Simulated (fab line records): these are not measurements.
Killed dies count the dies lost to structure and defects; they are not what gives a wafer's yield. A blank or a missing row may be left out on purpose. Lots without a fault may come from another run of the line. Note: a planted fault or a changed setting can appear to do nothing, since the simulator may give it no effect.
fab line records ; flow nandHarc
record: lots: 13; wafers: 39; lastDay: 24
route steps=1159 shown A_CHANNEL_FILL_D1@494 A_STAIRCASE@532 END@1159
lots that met no fault: from a run of the same line without faults
startH: the number of hours between the record's first day and the start of the first shown wafer of the lot ; waitH: time in hours since the lot's previous step ; " the same as in the row above ; L1.1+2: several wafers, shown together as one row ; - no value, or no start was given ; * or withheld: withheld ; < > ~ a bound
route shown NAME@n: names a module that has steps shown in the file, with the first one's number in the route ; usual: average and standard deviation across the fault-free wafers ; same: alike in all rows ; chamber/n: place in a boat ; sites: each site's reading ; _std_site: standard deviation across them ; _edge_site: the outer-site mean with the inner-site mean subtracted ; radiusMm: how far each site lies from the wafer's centre ; mask NAME#n: copy n ; behind: the last tool/chamber to shape the wafer ; hold: cause of the lot's hold/its duration in hours/its outcome ; device: the n, p or np transistor that did not switch ; end of line: the tests these same wafers got at the end of their route ; for a step that has no rows: nothing shown but its recipe ; killed: not the wafer's yield, but the dies lost to structure and defects at the first sort ; map: shows each die of a wafer: x if killed, . if not, _ if none is there
set.NAME: the run value of the setting; set.NAME@STEP: its run value at that earlier step ; model.NAME: the simulator's own value behind a step, which no gauge read
a sample of lots followed through the steps of the route, with each step as a table and each wafer as a row
services: a tool's chamber out of use, with start hour (startH, from the record's first day; less than 0 if before it), hours out, and reason
== steps ==
step: NHARC_A_CHANNEL_FILL_D1_ALD_14
recipe: targetThkA: 25; pulseTimeS: 10; aldCycles: 25; tempC: 300; material: SiO2
usual: heaterPowerW: 485/49; precursorPulseHeightRel: 1.002/0.019
lot.wafer;tool;chamber;startH;waitH;heaterPowerW;precursorPulseHeightRel
L535.1;aldHk-02;0;200.96;0.0;534;1.004
L535.4;aldHk-02;1;200.96;0.0;504;0.979
L535.6;aldHk-02;0;200.96;0.0;526;0.997
L537.3;aldHk-02;0;201.18;0.3;537;1.010
L537.1;aldHk-02;1;201.18;0.3;513;1.012
L537.5;aldHk-02;1;201.18;0.3;489;0.985
L539.2;aldHk-02;0;207.93;0.1;529;1.018
L539.4;aldHk-02;1;207.93;0.1;491;1.019
L539.5;aldHk-02;3;207.93;0.1;443;0.997
L540.3;aldHk-04;0;207.94;0.1;527;1.052
L540.6;aldHk-04;2;207.94;0.1;477;1.017
L540.5;aldHk-04;3;207.94;0.1;521;1.022
L541.3;aldHk-01;0;224.84;0.0;542;1.007
L541.1;aldHk-01;2;224.84;0.0;518;0.972
L541.5;aldHk-01;1;224.84;0.0;476;1.007
L549.1;aldHk-01;3;283.83;0.5;516;0.973
L549.6;aldHk-01;0;283.83;0.5;552;1.001
L549.5;aldHk-01;1;283.83;0.5;456;1.019
L551.3;aldHk-01;3;288.62;1.4;522;1.006
L551.4;aldHk-01;1;288.62;1.4;455;1.006
L551.6;aldHk-01;0;288.62;1.4;564;1.015
L553.3;aldHk-02;2;297.46;0.1;414;1.014
L553.4;aldHk-02;0;297.46;0.1;531;0.985
L553.5;aldHk-02;2;297.46;0.1;421;0.998
L554.3;aldHk-02;3;304.54;0.9;432;1.003
L554.2;aldHk-02;0;304.54;0.9;527;0.995
L554.5;aldHk-02;2;304.54;0.9;413;1.009
L556.2;aldHk-01;1;310.59;0.0;464;0.998
L556.6;aldHk-01;1;310.59;0.0;453;1.027
L556.5;aldHk-01;2;310.59;0.0;514;1.019
L555.4;aldHk-04;0;310.59;0.0;547;0.998
L555.1;aldHk-04;1;310.59;0.0;418;1.020
L555.6;aldHk-04;0;310.59;0.0;527;1.033
L557.3;aldHk-04;3;321.13;2.2;518;0.988
L557.5;aldHk-04;2;321.13;2.2;482;1.014
L557.6;aldHk-04;3;321.13;2.2;505;1.011
L558.2;aldHk-01;1;329.70;0.0;468;1.045
L558.4;aldHk-01;2;329.70;0.0;513;0.976
L558.1;aldHk-01;3;329.70;0.0;518;0.986
step: NHARC_A_CHANNEL_FILL_D1_ALD_16
recipe: targetThkA: 15; pulseTimeS: 10; aldCycles: 15; tempC: 300; material: SiO2
usual: heaterPowerW: 483/50; precursorPulseHeightRel: 1.001/0.018
lot.wafer;tool;chamber;startH;waitH;heaterPowerW;precursorPulseHeightRel
L537.1;aldHk-02;0;206.11;0.0;535;1.002
L537.3;aldHk-02;3;206.11;0.0;437;0.994
L537.5;aldHk-02;1;206.11;0.0;499;1.025
L535.1;aldHk-04;3;206.14;0.1;516;1.003
L535.4;aldHk-04;2;206.14;0.1;476;0.988
L535.6;aldHk-04;0;206.14;0.1;545;1.021
L539.4;aldHk-02;0;213.01;0.0;540;0.998
L539.2;aldHk-02;1;213.01;0.0;493;0.995
L539.5;aldHk-02;0;213.01;0.0;534;0.998
L540.3;aldHk-04;0;213.02;0.0;539;1.002
L540.5;aldHk-04;0;213.02;0.0;532;0.992
L540.6;aldHk-04;1;213.02;0.0;402;0.998
L541.3;aldHk-04;2;233.55;3.6;473;1.005
L541.1;aldHk-04;3;233.55;3.6;506;1.016
L541.5;aldHk-04;2;233.55;3.6;491;1.002
L549.1;aldHk-01;0;288.93;0.2;554;0.986
L549.5;aldHk-01;1;288.93;0.2;456;0.954
L549.6;aldHk-01;2;288.93;0.2;500;0.998
L551.4;aldHk-02;0;293.59;0.0;520;1.014
L551.3;aldHk-02;3;293.59;0.0;427;1.001
L551.6;aldHk-02;1;293.59;0.0;485;1.007
L553.3;aldHk-01;1;304.51;1.9;461;1.023
L553.4;aldHk-01;2;304.51;1.9;510;1.013
L553.5;aldHk-01;3;304.51;1.9;511;1.010
L554.2;aldHk-02;1;309.65;0.0;482;1.022
L554.3;aldHk-02;3;309.65;0.0;432;1.016
L554.5;aldHk-02;2;309.65;0.0;412;1.024
L556.2;aldHk-02;0;315.85;0.1;536;1.007
L556.6;aldHk-02;2;315.85;0.1;408;0.986
L556.5;aldHk-02;3;315.85;0.1;429;1.009
L555.1;aldHk-04;3;315.91;0.2;506;0.995
L555.4;aldHk-04;2;315.91;0.2;489;1.025
L555.6;aldHk-04;3;315.91;0.2;518;0.988
L557.3;aldHk-02;1;326.40;0.1;486;0.971
L557.6;aldHk-02;2;326.40;0.1;410;0.996
L557.5;aldHk-02;3;326.40;0.1;431;1.016
L558.1;aldHk-04;2;336.77;1.9;490;1.016
L558.2;aldHk-04;3;336.77;1.9;519;1.003
L558.4;aldHk-04;1;336.77;1.9;409;0.997
step: NHARC_A_STAIRCASE_ETCH_170
recipe: targetDepthA: 2000; timeS: 66.667; ionEnergyEv: 250; c4f6FlowSccm: 25; o2FlowSccm: 20; arFlowSccm: 500; rfW: 600; biasW: 500; chemistry: C4F6/O2
usual: drypumpMotorCurrentA: 5.5/0.43; oesProductAu: 0.969/0.017; rfFwdPowerW: 594.9/2.5; rfVppV: 547/3.3; showerheadPlenumPTorr: 3.92/0.16; throttleValvePct: 26.903/0.0084
lot.wafer;tool;chamber;startH;waitH;drypumpMotorCurrentA;oesProductAu;rfFwdPowerW;rfHoursCounterH;rfVppV;showerheadPlenumPTorr;throttleValvePct
L535.4;rieDiel-11;2;243.35;-;5.9;0.954;596.3;10;551;4.22;26.888
L535.1;rieDiel-11;3;243.35;-;5.5;0.964;596.8;8;549;4.04;26.897
L535.6;rieDiel-11;0;243.35;-;6.5;0.951;594.9;-;552;4.22;26.895
L537.3;rieDiel-10;1;243.52;-;5.1;0.986;594.1;21;551;4.04;26.910
L537.1;rieDiel-10;0;243.52;-;5.3;0.964;593.2;20;548;3.94;26.917
L537.5;rieDiel-10;1;243.52;-;5.1;0.983;596.0;-;550;4.04;26.894
L539.2;rieDiel-10;0;249.78;-;5.3;0.981;595.6;24;547;3.94;26.903
L539.4;rieDiel-10;3;249.78;-;6.2;0.969;598.1;24;542;3.69;26.907
L539.5;rieDiel-10;0;249.78;-;5.4;0.985;596.6;-;546;3.94;26.918
L540.3;rieDiel-09;3;249.79;-;5.7;0.934;593.6;60;543;3.71;26.904
L540.6;rieDiel-09;3;249.79;-;5.7;0.934;592.8;-;543;3.71;26.905
L540.5;rieDiel-09;0;249.79;-;5.4;0.933;591.9;-;545;3.86;26.896
L541.3;rieDiel-10;1;270.65;-;5.1;1.050;690.3;34;550;4.03;26.896
L541.1;rieDiel-10;0;270.65;-;5.4;0.983;594.8;34;546;3.93;26.894
L541.5;rieDiel-10;1;270.65;-;5.1;1.055;693.3;-;548;4.04;26.908
L549.1;rieDiel-09;3;325.73;-;5.7;0.985;589.9;23;543;3.70;26.897
L549.6;rieDiel-09;3;325.73;-;5.7;0.988;591.6;-;544;3.70;26.912
L549.5;rieDiel-09;0;325.73;-;5.5;0.958;592.2;-;546;3.84;26.910
L551.3;rieDiel-09;3;330.84;-;5.7;0.995;595.6;25;541;3.70;26.906
L551.4;rieDiel-09;0;330.84;-;5.5;0.971;591.7;25;545;3.84;26.909
L551.6;rieDiel-09;1;330.84;-;4.8;0.967;595.9;-;550;4.07;26.911
L553.4;rieDiel-09;2;341.55;-;5.5;0.992;597.0;28;546;3.91;26.909
L553.3;rieDiel-09;3;341.55;-;5.7;0.997;594.2;29;543;3.70;26.908
L553.5;rieDiel-09;3;341.55;-;5.7;0.995;595.4;-;543;3.70;26.908
L554.2;rieDiel-10;2;346.60;-;5.3;0.947;598.0;59;545;3.83;26.898
L554.3;rieDiel-10;3;346.60;-;6.2;0.951;597.1;61;542;3.67;26.895
L554.5;rieDiel-10;0;346.60;-;5.4;0.941;594.0;-;547;3.92;26.903
L555.4;rieDiel-09;2;352.92;-;5.5;0.990;598.0;33;545;3.91;26.904
L555.1;rieDiel-09;0;352.92;-;5.4;0.963;592.6;32;546;3.84;26.892
L555.6;rieDiel-09;2;352.92;-;5.5;0.993;598.6;-;546;3.91;26.886
L556.2;rieDiel-11;2;353.09;-;5.9;0.939;597.0;50;552;4.20;26.899
L556.5;rieDiel-11;2;353.09;-;5.9;0.935;597.5;-;552;4.20;26.902
L556.6;rieDiel-11;3;353.09;-;5.5;0.977;594.7;-;549;4.01;26.909
L557.3;rieDiel-10;3;370.29;-;6.2;0.973;596.8;2;553;4.23;26.904
L557.5;rieDiel-10;1;370.29;-;5.1;0.990;594.0;-;549;4.02;26.908
L557.6;rieDiel-10;2;370.29;-;5.3;0.986;595.6;-;546;3.83;26.902
L558.1;rieDiel-09;0;376.82;-;5.5;0.942;591.7;43;544;3.83;26.896
L558.2;rieDiel-09;1;376.82;-;4.7;0.954;595.2;42;549;4.05;26.922
L558.4;rieDiel-09;1;376.82;-;4.8;0.943;596.7;-;550;4.05;26.900
step: NHARC_A_STAIRCASE_STRIP_171
recipe: powerW: 1500; tempC: 250; chemistry: O2
usual: drypumpMotorCurrentA: 5.6/0.43; heaterPowerW: 306/42
lot.wafer;tool;chamber;startH;waitH;drypumpMotorCurrentA;heaterPowerW;rfHoursCounterH
L535.1;plasmaAsher-01;0;243.50;-;5.1;259;44
L535.4;plasmaAsher-01;1;243.50;-;6.2;375;-
L535.6;plasmaAsher-01;1;243.50;-;6.1;372;-
L537.1;plasmaAsher-01;0;243.74;-;5.1;256;45
L537.3;plasmaAsher-01;1;243.74;-;6.2;369;-
L537.5;plasmaAsher-01;1;243.74;-;6.2;366;-
L539.2;plasmaAsher-01;1;249.90;-;6.1;369;47
L539.4;plasmaAsher-01;1;249.90;-;6.1;381;-
L539.5;plasmaAsher-01;1;249.90;-;6.1;374;-
L540.3;plasmaAsher-02;0;250.01;-;5.3;286;-
L540.5;plasmaAsher-02;0;250.01;-;5.3;291;-
L540.6;plasmaAsher-02;1;250.01;-;5.9;307;-
L541.1;plasmaAsher-02;0;270.81;-;5.3;285;26
L541.3;plasmaAsher-02;1;270.81;-;5.8;312;-
L541.5;plasmaAsher-02;0;270.81;-;5.3;295;-
L549.1;plasmaAsher-02;0;325.84;-;5.2;294;45
L549.6;plasmaAsher-02;0;325.84;-;5.3;294;-
L549.5;plasmaAsher-02;1;325.84;-;5.8;305;-
L551.4;plasmaAsher-01;0;331.04;-;5.1;247;-
L551.3;plasmaAsher-01;1;331.04;-;6.1;365;-
L551.6;plasmaAsher-01;0;331.04;-;5.1;252;-
L553.3;plasmaAsher-02;1;341.76;-;5.8;311;-
L553.4;plasmaAsher-02;0;341.76;-;5.3;291;-
L553.5;plasmaAsher-02;1;341.76;-;5.8;305;-
L554.2;plasmaAsher-02;1;346.71;-;5.8;300;53
L554.3;plasmaAsher-02;0;346.71;-;5.3;293;-
L554.5;plasmaAsher-02;0;346.71;-;5.3;294;-
L555.1;plasmaAsher-01;0;353.03;-;5.1;253;22
L555.4;plasmaAsher-01;1;353.03;-;6.1;365;-
L555.6;plasmaAsher-01;0;353.03;-;5.1;255;-
L556.2;plasmaAsher-01;0;353.35;-;5.1;245;22
L556.6;plasmaAsher-01;1;353.35;-;6.2;376;-
L556.5;plasmaAsher-01;0;353.35;-;5.1;248;-
L557.3;plasmaAsher-01;0;370.49;-;5.1;257;-
L557.6;plasmaAsher-01;0;370.49;-;5.1;258;-
L557.5;plasmaAsher-01;1;370.49;-;6.1;364;-
L558.1;plasmaAsher-01;0;376.94;-;5.1;249;34
L558.2;plasmaAsher-01;1;376.94;-;6.2;366;34
L558.4;plasmaAsher-01;1;376.94;-;6.2;365;-
step: NHARC_END_SORT_01
recipe: tempC: 25
usual: killedAtArray: 29/11; killedAtOther: 0.7/1.1; killedAtPeriphery: 2.9/2.2; killedDies: 33/11; killedOpen: 3.1/1.8; killedShort: 1.9/1.4
same: grossDies: 677
lot.wafer;tool;chamber;startH;waitH;killedAtArray;killedAtOther;killedAtPeriphery;killedDies;killedOpen;killedShort
L539.2;prober-01;0;457.09;2.8;8;2;0;10;2;2
L539.4;prober-01;0;458.69;3.4;10;0;2;12;2;3
L539.5;prober-01;0;459.48;3.7;8;1;2;11;3;1
L541.1;prober-01;0;479.09;2.5;35;1;2;38;4;3
L556.2;prober-02;0;556.04;2.8;29;0;2;31;4;0
L556.5;prober-02;0;558.44;3.7;22;0;6;28;4;1
L556.6;prober-02;0;559.24;4.0;18;0;1;19;1;0
L555.1;prober-01;0;563.01;2.5;40;1;6;47;5;3
L555.4;prober-01;0;565.40;3.4;51;0;3;54;5;4
L555.6;prober-01;0;566.99;4.0;47;0;3;50;2;3
killed by level:class
L539.2 A_CHANNEL_HOLE_D1:chamberFilmFlake=3 A_CONTACT:geometricParticle:open=2 THIN_TSV:chamberFilmFlake=2 A_WL_FILL:geometricParticle:short=1 A_BLC:geometricParticle:short=1 A_STAIRCASE:chamberFilmFlake=1
L539.4 A_CONTACT:geometricParticle:open=2 A_CHANNEL_HOLE_D1:chamberFilmFlake=2 A_STAIRCASE:chamberFilmFlake=2 P_M1:geometricParticle:short=1 P_BONDPAD:geometricParticle:short=1 A_SGD_CUT:geometricParticle:short=1 A_ZERO_WELL:chamberFilmFlake=1 A_CHANNEL_FILL_D1:chamberFilmFlake=1
L539.5 A_CONTACT:geometricParticle:open=2 A_CHANNEL_HOLE_D1:chamberFilmFlake=2 A_SLIT:chamberFilmFlake=2 A_CHANNEL_FILL_D1:geometricParticle:open=1 A_CONTACT:geometricParticle:short=1 P_STI:chamberFilmFlake=1 P_GATE:chamberFilmFlake=1 THIN_TSV:chamberFilmFlake=1
L541.1 A_CHANNEL_HOLE_D1:chamberFilmFlake=13 A_SLIT:chamberFilmFlake=10 A_CONTACT:chamberFilmFlake=5 P_M2:geometricParticle:open=1 A_CHANNEL_FILL_D1:geometricParticle:short=1 A_WL_FILL:geometricParticle:open=1 A_WL_FILL:geometricParticle:short=1 A_CONTACT:geometricParticle:open=1
L556.2 A_CHANNEL_HOLE_D1:chamberFilmFlake=10 A_CONTACT:chamberFilmFlake=7 A_M1:chamberFilmFlake=4 A_WL_FILL:chamberFilmFlake=3 P_CONTACT:geometricParticle:open=2 A_STAIRCASE:chamberFilmFlake=2 A_CHANNEL_FILL_D1:geometricParticle:open=1 A_SGD_CUT:geometricParticle:open=1
L556.5 A_CHANNEL_HOLE_D1:chamberFilmFlake=7 A_STAIRCASE:chamberFilmFlake=4 A_CONTACT:chamberFilmFlake=4 P_BONDPAD:chamberFilmFlake=3 A_CONTACT:geometricParticle:open=2 P_GATE:chamberFilmFlake=2 P_M0:geometricParticle:open=1 A_SGD_CUT:geometricParticle:open=1
L556.6 A_CHANNEL_HOLE_D1:chamberFilmFlake=12 A_CONTACT:chamberFilmFlake=3 A_SOURCE_PLATE:geometricParticle:open=1 P_M0:chamberFilmFlake=1 A_CHANNEL_FILL_D1:chamberFilmFlake=1 A_M0:chamberFilmFlake=1
L555.1 A_CHANNEL_HOLE_D1:chamberFilmFlake=18 A_SLIT:chamberFilmFlake=12 A_STAIRCASE:chamberFilmFlake=3 A_CONTACT:geometricParticle:open=2 P_M0:chamberFilmFlake=2 A_CONTACT:chamberFilmFlake=2 P_STI:geometricParticle:open=1 P_CONTACT:geometricParticle:open=1
L555.4 A_CHANNEL_HOLE_D1:chamberFilmFlake=20 A_SLIT:chamberFilmFlake=15 A_STAIRCASE:chamberFilmFlake=5 A_WL_FILL:geometricParticle:short=4 A_CONTACT:chamberFilmFlake=3 A_WL_FILL:geometricParticle:open=2 P_CONTACT:geometricParticle:open=1 A_CONTACT:geometricParticle:open=1
L555.6 A_CHANNEL_HOLE_D1:chamberFilmFlake=22 A_SLIT:chamberFilmFlake=13 A_CONTACT:chamberFilmFlake=4 P_M0:chamberFilmFlake=2 A_STAIRCASE:chamberFilmFlake=2 A_ONON_D1:geometricParticle:open=1 A_ONON_D1:geometricParticle:short=1 A_CHANNEL_HOLE_D1:geometricParticle:short=1
== services ==
tool;chamber;startH;hours;kind
rieDiel-11;2;178.22;28.1;repair
aldHk-04;-;187.07;10.0;pm
rieDiel-11;-;189.57;9.0;pm
plasmaAsher-02;-;189.65;9.0;pm
rieDiel-09;0;195.54;6.6;repair
rieDiel-09;2;206.77;3.1;repair
rieDiel-11;2;215.98;7.2;repair
rieDiel-10;0;219.55;4.4;repair
rieDiel-11;3;222.43;15.8;repair
rieDiel-09;-;254.16;9.0;pm
rieDiel-10;2;262.69;2.8;repair
plasmaAsher-01;-;276.00;9.0;pm
aldHk-02;-;280.00;10.0;pm
aldHk-02;0;280.00;10.0;ventCycle
aldHk-02;1;280.00;10.0;ventCycle
aldHk-02;2;280.00;10.0;ventCycle
plasmaAsher-02;-;286.69;1.3;repair
rieDiel-11;1;303.45;4.2;repair
rieDiel-10;1;321.61;9.0;repair
rieDiel-10;2;332.57;1.5;repair
rieDiel-09;3;361.78;33.2;repair
aldHk-04;-;365.11;10.0;pm
rieDiel-11;-;366.57;9.0;pm
plasmaAsher-02;-;366.65;9.0;pm
== key ==
firstSign: step: NHARC_A_STAIRCASE_ETCH_170; reading: rfFwdPowerW; direction: up; sigmas: 39; usual: *; struck: *
effect: step: NHARC_A_STAIRCASE_ETCH_170; reading: oesProductAu; direction: up; sigmas: 4.9; usual: 0.969; struck: 1.052
metAt NHARC_A_STAIRCASE_ETCH_170
struckLots L541
struckWafers L541.3,L541.5
testerLeftOut L541
notActingAt NHARC_A_CHANNEL_FILL_D1_ALD_14,NHARC_A_CHANNEL_FILL_D1_ALD_16,NHARC_A_STAIRCASE_STRIP_171
onsetBetween 243.52 270.65
fault: kind: processParameterDrift; tool: rieDiel-10; chamber: 1; onsetH: 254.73; steps: NHARC_A_STAIRCASE_ETCH_170; channel: rfW; offset: *; shape: step; endH: 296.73; actsIn: *; stated: *
testerLeftOut: of these lots the tester's yield and bins aren't shown, on N5 and GAA mostly nor the transistor test; their killed dies are dies lost to structure and defects alone, not to doping, threshold or leakage, so they don't give the yield
